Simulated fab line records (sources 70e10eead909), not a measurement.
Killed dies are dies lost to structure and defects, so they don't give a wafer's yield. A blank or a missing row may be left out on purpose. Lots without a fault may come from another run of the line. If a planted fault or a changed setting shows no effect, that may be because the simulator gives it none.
Matching of chambers | flow nand_harc | 4 sister chambers for NHARC_A_DECK1_JOINT_ETCHBACK_00 on rie_si-06
The step etches the open film in HBr, target depth 30 nm, time 17.4 s. 16 wafers are shown with their chamber, then 8 later ones without.

== WAFERS PAIRED WITH THEIR CHAMBERS ==
wafer  | chamber | drypump_motor_current_A (A) | he_backside_leak_sccm (sccm) | oes_product_au (a.u.)
L766.1 | 2       | 5.2                         | 2.94                         | 1.015
L766.4 | 3       | 4.7                         | 2.66                         | 0.984
L766.5 | 3       | 4.7                         | 2.81                         | 0.972
L768.1 | 0       | 5.9                         | 2.53                         | 1.004
L768.2 | 3       | 4.6                         | 2.76                         | 0.991
L768.6 | 2       | 5.1                         | 2.80                         | 1.010
L771.1 | 3       | 4.7                         | 2.87                         | 0.992
L771.4 | 1       | 6.5                         | 2.83                         | 1.011
L771.5 | 1       | 6.5                         | 2.92                         | 1.009
L777.1 | 3       | 4.6                         | 2.74                         | 0.991
L777.2 | 2       | 5.2                         | 3.00                         | 1.011
L777.3 | 0       | 5.9                         | 2.32                         | 1.016
L778.2 | 2       | 5.2                         | 2.70                         | 1.019
L778.5 | 2       | 5.2                         | 2.79                         | 1.018
L778.6 | 3       | 4.7                         | 2.87                         | 0.997
L784.1 | 0       | 5.9                         | 2.39                         | 1.006

SIGNATURES (means of the wafers above)
reading                 | chamber 0 | chamber 1 | chamber 2 | chamber 3 | scatter within a chamber
drypump_motor_current_A | 5.900     | 6.500     | 5.180     | 4.667     | 0.0422
he_backside_leak_sccm   | 2.4133    | 2.8750    | 2.8460    | 2.7850    | 0.0997
oes_product_au          | 1.00867   | 1.01000   | 1.01460   | 0.98783   | 0.00669
Rule: distance of a wafer from a chamber = root of the sum over the readings of ((wafer's reading minus chamber's mean) / reading's scatter) squared. The wafer belongs to the nearest chamber; if the next one is less than 2 further off, it can't be placed. The scatter: the root of (the sum of the squares of (reading less its chamber's mean) over the shown wafers, divided by (wafers less chambers)).

== WAFERS WITH NO CHAMBER GIVEN ==
wafer  | drypump_motor_current_A (A) | he_backside_leak_sccm (sccm) | oes_product_au (a.u.)
L784.2 | 5.2                         | 2.95                         | 1.009
L784.3 | 4.7                         | 2.72                         | 0.997
L785.1 | 4.7                         | 2.90                         | 1.003
L785.2 | 6.5                         | 2.90                         | 1.009
L785.6 | 4.7                         | 2.93                         | 1.006
L786.1 | 5.9                         | 2.63                         | 0.988
L786.4 | 4.7                         | 2.78                         | 1.003
L786.6 | 5.2                         | 2.72                         | 1.021

== WHICH CHAMBER EACH WENT THROUGH ==
wafer  | from the rows above | in truth
L784.2 | 2                   | 2
L784.3 | 3                   | 3
L785.1 | 3                   | 3
L785.2 | 1                   | 1
L785.6 | 3                   | 3
L786.1 | 0                   | 0
L786.4 | 3                   | 3
L786.6 | 2                   | 2
Correctly placed: 8 of 8. From these rows, 0 cannot be placed. Number placed wrongly: 0.
